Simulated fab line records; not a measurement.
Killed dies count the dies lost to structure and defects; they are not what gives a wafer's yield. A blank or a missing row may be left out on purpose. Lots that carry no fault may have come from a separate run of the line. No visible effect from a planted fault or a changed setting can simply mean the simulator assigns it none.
fab line records :: flow nand_harc
record
  lots=6
  wafers=18
  last_day=24
route steps=1159 shown A_SOURCE_PLATE@414 A_ONON_D1@424 END@1159
lots untouched by any fault: they come from a run of this same line in which no faults occurred
start_h: hours from the record's opening day to when the first of the lot's shown wafers began :: wait_h: hours since the lot's step before :: " unchanged from the row above :: L1.1+2: several wafers, shown together as one row :: - value missing, or start not given :: * or withheld: withheld :: < > ~ a bound
route shown NAME@n: names a module that has steps shown in the file, with the first one's number in the route :: usual: average and standard deviation across the fault-free wafers :: same: alike in all rows :: chamber/n: place in a boat :: sites: per-site readings :: _std_site: standard deviation of those values :: _edge_site: outer sites' mean less inner sites' :: radius_mm: for every site, how far away it sits from the centre of the wafer :: mask NAME#n: copy n :: behind: the last tool/chamber to shape the wafer :: hold: why the lot was held/for how many hours/how that ended :: device: whichever transistor did not switch (one of n, p or np) :: end of line: tests run on the same wafers once the route is complete :: a step without rows: its recipe alone :: killed: the dies lost at the first sort to structure and to defects; this is not the yield of the wafer :: map: a wafer's dies, marking killed ones x, the rest . and places with no die _
set.NAME: the setting as run; set.NAME@STEP: as run at that earlier step :: model.NAME: the simulator's own value behind a step, which no gauge read
lots at selected steps of the route; one table per step, one row per wafer
services: a tool's chamber out of use, with start hour (start_h, from the record's first day; less than 0 if before it), hours out, and reason
## steps
# step NHARC_A_SOURCE_PLATE_SRD_01
# step NHARC_A_SOURCE_PLATE_OXIDE_02
# recipe
  target_thk_a=100
  temp_c=900
  ox_time_s=1362
  material=SiO2
# step NHARC_A_SOURCE_PLATE_THK_MEAS_09
# recipe
  thk_meas_gauge=ellipsometry
# usual
  thk_nm=9.6/1.1
lot.wafer: L422.2
tool: film_metro-02
chamber: -
start_h: 160.34
wait_h: 0.4
thk_nm: 9.2

lot.wafer: L422.3
tool: film_metro-02
chamber: -
start_h: 160.34
wait_h: 0.4
thk_nm: 8.9

lot.wafer: L422.5
tool: film_metro-02
chamber: -
start_h: 160.34
wait_h: 0.4
thk_nm: 8.7

lot.wafer: L423.3
tool: film_metro-01
chamber: -
start_h: 160.34
wait_h: 0.4
thk_nm: 10.6

lot.wafer: L423.4
tool: film_metro-01
chamber: -
start_h: 160.34
wait_h: 0.4
thk_nm: 8.5

lot.wafer: L423.5
tool: film_metro-01
chamber: -
start_h: 160.34
wait_h: 0.4
thk_nm: 10.1

lot.wafer: L432.3
tool: film_metro-01
chamber: -
start_h: 220.22
wait_h: 0.4
thk_nm: 7.9

lot.wafer: L432.5
tool: film_metro-01
chamber: -
start_h: 220.22
wait_h: 0.4
thk_nm: 8.4

lot.wafer: L432.6
tool: film_metro-01
chamber: -
start_h: 220.22
wait_h: 0.4
thk_nm: 10.7

lot.wafer: L442.2
tool: film_metro-01
chamber: -
start_h: 270.68
wait_h: 0.4
thk_nm: 8.7

lot.wafer: L442.5
tool: film_metro-01
chamber: -
start_h: 270.68
wait_h: 0.4
thk_nm: 10.5

lot.wafer: L442.6
tool: film_metro-01
chamber: -
start_h: 270.68
wait_h: 0.4
thk_nm: 10.4

lot.wafer: L441.4
tool: film_metro-02
chamber: -
start_h: 270.69
wait_h: 0.4
thk_nm: 10.6

lot.wafer: L441.5
tool: film_metro-02
chamber: -
start_h: 270.69
wait_h: 0.4
thk_nm: 9.0

lot.wafer: L441.6
tool: film_metro-02
chamber: -
start_h: 270.69
wait_h: 0.4
thk_nm: 10.3

lot.wafer: L443.2
tool: film_metro-01
chamber: -
start_h: 281.98
wait_h: 0.4
thk_nm: 9.7

lot.wafer: L443.3
tool: film_metro-01
chamber: -
start_h: 281.98
wait_h: 0.4
thk_nm: 11.0

lot.wafer: L443.6
tool: film_metro-01
chamber: -
start_h: 281.98
wait_h: 0.4
thk_nm: 9.2
# step NHARC_A_SOURCE_PLATE_PVD_04
# recipe
  target_thk_a=500
  material=WSi2
# step NHARC_A_SOURCE_PLATE_CVD_03
# recipe
  target_thk_a=2000
  temp_c=620
  pressure_mtorr=200
  time_s=4000
  material=poly-Si
# step NHARC_A_SOURCE_PLATE_ANNEAL_05
# recipe
  temp_c=850
  time_s=1800
# step NHARC_A_SOURCE_PLATE_THK_MEAS_06
# recipe
  thk_meas_gauge=ellipsometry
# usual
  thk_nm=200.4/2.1
lot.wafer: L422.2
tool: film_metro-01
chamber: -
start_h: 173.56
wait_h: 0.4
thk_nm: 200.8

lot.wafer: L422.3
tool: film_metro-01
chamber: -
start_h: 173.56
wait_h: 0.4
thk_nm: 198.7

lot.wafer: L422.5
tool: film_metro-01
chamber: -
start_h: 173.56
wait_h: 0.4
thk_nm: 198.9

lot.wafer: L423.3
tool: film_metro-02
chamber: -
start_h: 173.57
wait_h: 0.4
thk_nm: 199.0

lot.wafer: L423.4
tool: film_metro-02
chamber: -
start_h: 173.57
wait_h: 0.4
thk_nm: 198.7

lot.wafer: L423.5
tool: film_metro-02
chamber: -
start_h: 173.57
wait_h: 0.4
thk_nm: 200.2

lot.wafer: L432.3
tool: film_metro-01
chamber: -
start_h: 233.90
wait_h: 0.4
thk_nm: 202.7

lot.wafer: L432.5
tool: film_metro-01
chamber: -
start_h: 233.90
wait_h: 0.4
thk_nm: 204.5

lot.wafer: L432.6
tool: film_metro-01
chamber: -
start_h: 233.90
wait_h: 0.4
thk_nm: 203.1

lot.wafer: L442.2
tool: film_metro-02
chamber: -
start_h: 283.51
wait_h: 0.4
thk_nm: 199.6

lot.wafer: L442.5
tool: film_metro-02
chamber: -
start_h: 283.51
wait_h: 0.4
thk_nm: 201.0

lot.wafer: L442.6
tool: film_metro-02
chamber: -
start_h: 283.51
wait_h: 0.4
thk_nm: 200.2

lot.wafer: L441.4
tool: film_metro-01
chamber: -
start_h: 283.51
wait_h: 0.4
thk_nm: 200.8

lot.wafer: L441.5
tool: film_metro-01
chamber: -
start_h: 283.51
wait_h: 0.4
thk_nm: 200.3

lot.wafer: L441.6
tool: film_metro-01
chamber: -
start_h: 283.51
wait_h: 0.4
thk_nm: 201.7

lot.wafer: L443.2
tool: film_metro-02
chamber: -
start_h: 295.10
wait_h: 0.4
thk_nm: 200.2

lot.wafer: L443.3
tool: film_metro-02
chamber: -
start_h: 295.10
wait_h: 0.4
thk_nm: 202.2

lot.wafer: L443.6
tool: film_metro-02
chamber: -
start_h: 295.10
wait_h: 0.4
thk_nm: 201.0
# step NHARC_A_SOURCE_PLATE_INSPECT_08
# usual
  raw_defect_count=65/27
lot.wafer: L422.2
tool: defect_inspect-01
chamber: -
start_h: 173.63
wait_h: 0.0
raw_defect_count: 79

lot.wafer: L422.3
tool: defect_inspect-01
chamber: -
start_h: 173.63
wait_h: 0.0
raw_defect_count: 55

lot.wafer: L422.5
tool: defect_inspect-01
chamber: -
start_h: 173.63
wait_h: 0.0
raw_defect_count: 56

lot.wafer: L423.3
tool: defect_inspect-02
chamber: -
start_h: 173.63
wait_h: 0.0
raw_defect_count: 41

lot.wafer: L423.4
tool: defect_inspect-02
chamber: -
start_h: 173.63
wait_h: 0.0
raw_defect_count: 46

lot.wafer: L423.5
tool: defect_inspect-02
chamber: -
start_h: 173.63
wait_h: 0.0
raw_defect_count: 62

lot.wafer: L432.3
tool: defect_inspect-02
chamber: -
start_h: 233.96
wait_h: 0.0
raw_defect_count: 87

lot.wafer: L432.5
tool: defect_inspect-02
chamber: -
start_h: 233.96
wait_h: 0.0
raw_defect_count: 97

lot.wafer: L432.6
tool: defect_inspect-02
chamber: -
start_h: 233.96
wait_h: 0.0
raw_defect_count: 92

lot.wafer: L442.2
tool: defect_inspect-02
chamber: -
start_h: 283.57
wait_h: 0.0
raw_defect_count: 77

lot.wafer: L442.5
tool: defect_inspect-02
chamber: -
start_h: 283.57
wait_h: 0.0
raw_defect_count: 39

lot.wafer: L442.6
tool: defect_inspect-02
chamber: -
start_h: 283.57
wait_h: 0.0
raw_defect_count: 94

lot.wafer: L441.4
tool: defect_inspect-01
chamber: -
start_h: 283.57
wait_h: 0.0
raw_defect_count: 36

lot.wafer: L441.5
tool: defect_inspect-01
chamber: -
start_h: 283.57
wait_h: 0.0
raw_defect_count: 42

lot.wafer: L441.6
tool: defect_inspect-01
chamber: -
start_h: 283.57
wait_h: 0.0
raw_defect_count: 48

lot.wafer: L443.2
tool: defect_inspect-02
chamber: -
start_h: 295.17
wait_h: 0.0
raw_defect_count: 65

lot.wafer: L443.3
tool: defect_inspect-02
chamber: -
start_h: 295.17
wait_h: 0.0
raw_defect_count: 89

lot.wafer: L443.6
tool: defect_inspect-02
chamber: -
start_h: 295.17
wait_h: 0.0
raw_defect_count: 36
# step NHARC_A_ONON_D1_DEP_00
# recipe
  target_thk_a=10000
  n2_flow_sccm=2750
  n2o_flow_sccm=2000
  nh3_flow_sccm=500
  sih4_flow_sccm=210
  temp_c=400
# step NHARC_A_ONON_D1_THK_MEAS_02
# recipe
  thk_meas_gauge=ellipsometry
# usual
  thk_nm=1003/8.5
lot.wafer: L422.2
tool: film_metro-01
chamber: -
start_h: 174.20
wait_h: -
thk_nm: 1004

lot.wafer: L422.3
tool: film_metro-01
chamber: -
start_h: 174.20
wait_h: -
thk_nm: 1004

lot.wafer: L422.5
tool: film_metro-01
chamber: -
start_h: 174.20
wait_h: -
thk_nm: 1003

lot.wafer: L423.3
tool: film_metro-02
chamber: -
start_h: 174.20
wait_h: -
thk_nm: 1007

lot.wafer: L423.4
tool: film_metro-02
chamber: -
start_h: 174.20
wait_h: -
thk_nm: 1009

lot.wafer: L423.5
tool: film_metro-02
chamber: -
start_h: 174.20
wait_h: -
thk_nm: 1006

lot.wafer: L432.3
tool: film_metro-01
chamber: -
start_h: 234.54
wait_h: -
thk_nm: 1003

lot.wafer: L432.5
tool: film_metro-01
chamber: -
start_h: 234.54
wait_h: -
thk_nm: 1004

lot.wafer: L432.6
tool: film_metro-01
chamber: -
start_h: 234.54
wait_h: -
thk_nm: 1006

lot.wafer: L442.2
tool: film_metro-02
chamber: -
start_h: 284.15
wait_h: -
thk_nm: 1008

lot.wafer: L442.5
tool: film_metro-02
chamber: -
start_h: 284.15
wait_h: -
thk_nm: 1006

lot.wafer: L442.6
tool: film_metro-02
chamber: -
start_h: 284.15
wait_h: -
thk_nm: 1007

lot.wafer: L441.4
tool: film_metro-01
chamber: -
start_h: 284.15
wait_h: -
thk_nm: 1004

lot.wafer: L441.5
tool: film_metro-01
chamber: -
start_h: 284.15
wait_h: -
thk_nm: 1004

lot.wafer: L441.6
tool: film_metro-01
chamber: -
start_h: 284.15
wait_h: -
thk_nm: 1005

lot.wafer: L443.2
tool: film_metro-02
chamber: -
start_h: 295.97
wait_h: -
thk_nm: 993

lot.wafer: L443.3
tool: film_metro-02
chamber: -
start_h: 295.97
wait_h: -
thk_nm: 992

lot.wafer: L443.6
tool: film_metro-02
chamber: -
start_h: 295.97
wait_h: -
thk_nm: 991
# step NHARC_A_ONON_D1_DEP_03
# recipe
  target_thk_a=10000
  n2_flow_sccm=2750
  n2o_flow_sccm=2000
  nh3_flow_sccm=500
  sih4_flow_sccm=210
  temp_c=400
lot.wafer: L422.2+3+5
tool: pecvd_onon-04
chamber: 0
start_h: 174.32
wait_h: 0.1

lot.wafer: L423.3+4+5
tool: pecvd_onon-03
chamber: 0
start_h: 174.38
wait_h: 0.2

lot.wafer: L432.3+5+6
tool: pecvd_onon-02
chamber: 0
start_h: 234.71
wait_h: 0.2

lot.wafer: L442.2+5+6
tool: pecvd_onon-04
chamber: 0
start_h: 284.26
wait_h: 0.1

lot.wafer: L441.4+5+6
tool: pecvd_onon-02
chamber: 0
start_h: 284.38
wait_h: 0.2

lot.wafer: L443.2+3+6
tool: pecvd_onon-04
chamber: 0
start_h: 296.55
wait_h: 0.6
# step NHARC_A_ONON_D1_THK_MEAS_05
# recipe
  thk_meas_gauge=ellipsometry
# usual
  thk_nm=998/8.9
lot.wafer: L422.2
tool: film_metro-02
chamber: -
start_h: 174.77
wait_h: -
thk_nm: 980

lot.wafer: L422.3
tool: film_metro-02
chamber: -
start_h: 174.77
wait_h: -
thk_nm: 981

lot.wafer: L422.5
tool: film_metro-02
chamber: -
start_h: 174.77
wait_h: -
thk_nm: 982

lot.wafer: L423.3
tool: film_metro-01
chamber: -
start_h: 174.78
wait_h: -
thk_nm: 1014

lot.wafer: L423.4
tool: film_metro-01
chamber: -
start_h: 174.78
wait_h: -
thk_nm: 1013

lot.wafer: L423.5
tool: film_metro-01
chamber: -
start_h: 174.78
wait_h: -
thk_nm: 1014

lot.wafer: L432.3
tool: film_metro-02
chamber: -
start_h: 235.11
wait_h: -
thk_nm: 1003

lot.wafer: L432.5
tool: film_metro-02
chamber: -
start_h: 235.11
wait_h: -
thk_nm: 1002

lot.wafer: L432.6
tool: film_metro-02
chamber: -
start_h: 235.11
wait_h: -
thk_nm: 1002

lot.wafer: L442.2
tool: film_metro-01
chamber: -
start_h: 284.71
wait_h: -
thk_nm: 998

lot.wafer: L442.5
tool: film_metro-01
chamber: -
start_h: 284.71
wait_h: -
thk_nm: 995

lot.wafer: L442.6
tool: film_metro-01
chamber: -
start_h: 284.71
wait_h: -
thk_nm: 672

lot.wafer: L441.4
tool: film_metro-02
chamber: -
start_h: 284.72
wait_h: -
thk_nm: 1008

lot.wafer: L441.5
tool: film_metro-02
chamber: -
start_h: 284.72
wait_h: -
thk_nm: 1009

lot.wafer: L441.6
tool: film_metro-02
chamber: -
start_h: 284.72
wait_h: -
thk_nm: 1007

lot.wafer: L443.2
tool: film_metro-01
chamber: -
start_h: 297.00
wait_h: -
thk_nm: 1008

lot.wafer: L443.3
tool: film_metro-01
chamber: -
start_h: 297.00
wait_h: -
thk_nm: 1009

lot.wafer: L443.6
tool: film_metro-01
chamber: -
start_h: 297.00
wait_h: -
thk_nm: 683
# step NHARC_A_ONON_D1_DEP_06
# recipe
  target_thk_a=10000
  n2_flow_sccm=2750
  n2o_flow_sccm=2000
  nh3_flow_sccm=500
  sih4_flow_sccm=210
  temp_c=400
# step NHARC_END_SORT_01
# recipe
  temp_c=25
# usual
  killed_at_array=26/9.6
  killed_at_other=0.7/0.92
  killed_at_periphery=3.8/2.7
  killed_dies=31/10
  killed_open=3.3/1.7
  killed_short=1.8/1.3
# same
  gross_dies=677
lot.wafer: L442.6
tool: prober-01
chamber: 0
start_h: 556.53
wait_h: 4.0
killed_at_array: 671
killed_at_other: 1
killed_at_periphery: 5
killed_dies: 677
killed_open: 2
killed_short: 1

lot.wafer: L443.6
tool: prober-02
chamber: 0
start_h: 579.23
wait_h: 4.0
killed_at_array: 675
killed_at_other: 0
killed_at_periphery: 2
killed_dies: 677
killed_open: 2
killed_short: 2
# killed by level:class
L442.6 A_ONON_D1:area_dep=649 A_SLIT:chamber_film_flake=10 A_CHANNEL_HOLE_D1:chamber_film_flake=5 P_GATE:chamber_film_flake=3 A_STAIRCASE:chamber_film_flake=2 A_CONTACT:chamber_film_flake=2 P_CONTACT:geometric_particle:open=1 A_ONON_D1:geometric_particle:open=1
L443.6 A_ONON_D1:area_dep=645 A_SLIT:chamber_film_flake=13 A_CHANNEL_HOLE_D1:chamber_film_flake=8 A_CONTACT:chamber_film_flake=3 A_SOURCE_PLATE:geometric_particle:short=1 A_CONTACT:geometric_particle:short=1 A_CONTACT:geometric_particle:open=1 A_M0:geometric_particle:open=1
# map L442.6 (x killed, . not)
____________x____________
_________xxxxxxx_________
_______xxxxxxxxxxx_______
______xxxxxxxxxxxxx______
_____xxxxxxxxxxxxxxx_____
____xxxxxxxxxxxxxxxxx____
____xxxxxxxxxxxxxxxxx____
___xxxxxxxxxxxxxxxxxxx___
___xxxxxxxxxxxxxxxxxxx___
__xxxxxxxxxxxxxxxxxxxxx__
__xxxxxxxxxxxxxxxxxxxxx__
_xxxxxxxxxxxxxxxxxxxxxxx_
_xxxxxxxxxxxxxxxxxxxxxxx_
_xxxxxxxxxxxxxxxxxxxxxxx_
_xxxxxxxxxxxxxxxxxxxxxxx_
_xxxxxxxxxxxxxxxxxxxxxxx_
xxxxxxxxxxxxxxxxxxxxxxxxx
xxxxxxxxxxxxxxxxxxxxxxxxx
xxxxxxxxxxxxxxxxxxxxxxxxx
xxxxxxxxxxxxxxxxxxxxxxxxx
xxxxxxxxxxxxxxxxxxxxxxxxx
_xxxxxxxxxxxxxxxxxxxxxxx_
_xxxxxxxxxxxxxxxxxxxxxxx_
_xxxxxxxxxxxxxxxxxxxxxxx_
_xxxxxxxxxxxxxxxxxxxxxxx_
_xxxxxxxxxxxxxxxxxxxxxxx_
__xxxxxxxxxxxxxxxxxxxxx__
__xxxxxxxxxxxxxxxxxxxxx__
___xxxxxxxxxxxxxxxxxxx___
___xxxxxxxxxxxxxxxxxxx___
____xxxxxxxxxxxxxxxxx____
____xxxxxxxxxxxxxxxxx____
_____xxxxxxxxxxxxxxx_____
______xxxxxxxxxxxxx______
_______xxxxxxxxxxx_______
_________xxxxxxx_________
____________x____________
# map L443.6 (x killed, . not)
____________x____________
_________xxxxxxx_________
_______xxxxxxxxxxx_______
______xxxxxxxxxxxxx______
_____xxxxxxxxxxxxxxx_____
____xxxxxxxxxxxxxxxxx____
____xxxxxxxxxxxxxxxxx____
___xxxxxxxxxxxxxxxxxxx___
___xxxxxxxxxxxxxxxxxxx___
__xxxxxxxxxxxxxxxxxxxxx__
__xxxxxxxxxxxxxxxxxxxxx__
_xxxxxxxxxxxxxxxxxxxxxxx_
_xxxxxxxxxxxxxxxxxxxxxxx_
_xxxxxxxxxxxxxxxxxxxxxxx_
_xxxxxxxxxxxxxxxxxxxxxxx_
_xxxxxxxxxxxxxxxxxxxxxxx_
xxxxxxxxxxxxxxxxxxxxxxxxx
xxxxxxxxxxxxxxxxxxxxxxxxx
xxxxxxxxxxxxxxxxxxxxxxxxx
xxxxxxxxxxxxxxxxxxxxxxxxx
xxxxxxxxxxxxxxxxxxxxxxxxx
_xxxxxxxxxxxxxxxxxxxxxxx_
_xxxxxxxxxxxxxxxxxxxxxxx_
_xxxxxxxxxxxxxxxxxxxxxxx_
_xxxxxxxxxxxxxxxxxxxxxxx_
_xxxxxxxxxxxxxxxxxxxxxxx_
__xxxxxxxxxxxxxxxxxxxxx__
__xxxxxxxxxxxxxxxxxxxxx__
___xxxxxxxxxxxxxxxxxxx___
___xxxxxxxxxxxxxxxxxxx___
____xxxxxxxxxxxxxxxxx____
____xxxxxxxxxxxxxxxxx____
_____xxxxxxxxxxxxxxx_____
______xxxxxxxxxxxxx______
_______xxxxxxxxxxx_______
_________xxxxxxx_________
____________x____________
## services
tool: pecvd_onon-03
chamber: -
start_h: 153.04
hours: 13.0
kind: pm

tool: pecvd_onon-04
chamber: -
start_h: 237.00
hours: 13.0
kind: pm

tool: pecvd_onon-02
chamber: -
start_h: 292.03
hours: 13.0
kind: pm
## key
first_sign
  step=NHARC_A_ONON_D1_THK_MEAS_05
  reading=thk_nm
  direction=down
  sigmas=36
  usual=998
  struck=678
effect
  step=NHARC_END_SORT_01
  reading=killed_at_array
  direction=up
  sigmas=67
  usual=26
  struck=673
more_kills_born_at
  NHARC_A_ONON_D1_DEP_03@pecvd_onon-04=1294
met_at NHARC_A_ONON_D1_DEP_03
struck_wafers L442.6,L443.6
later_rows_left_out L442.6,L443.6
tester_left_out L442,L443
onset_between 174.32 284.26
fault
  kind=process_parameter_drift
  tool=pecvd_onon-04
  chamber=-
  onset_h=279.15
  steps=NHARC_A_ONON_D1_DEP_03
  channel=target_thk_a
  offset=*
  shape=step
  end_h=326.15
  scope=struck_wafers_only
  acts_in=*
  stated=*
# tester_left_out: of these lots the tester's yield and bins aren't shown, on N5 and GAA mostly nor the transistor test; their killed dies are dies lost to structure and defects alone, not to doping, threshold or leakage, so they don't give the yield
# later_rows_left_out: the simulator's readings of these wafers behind a module that went badly wrong aren't trusted and aren't shown, but for the sort
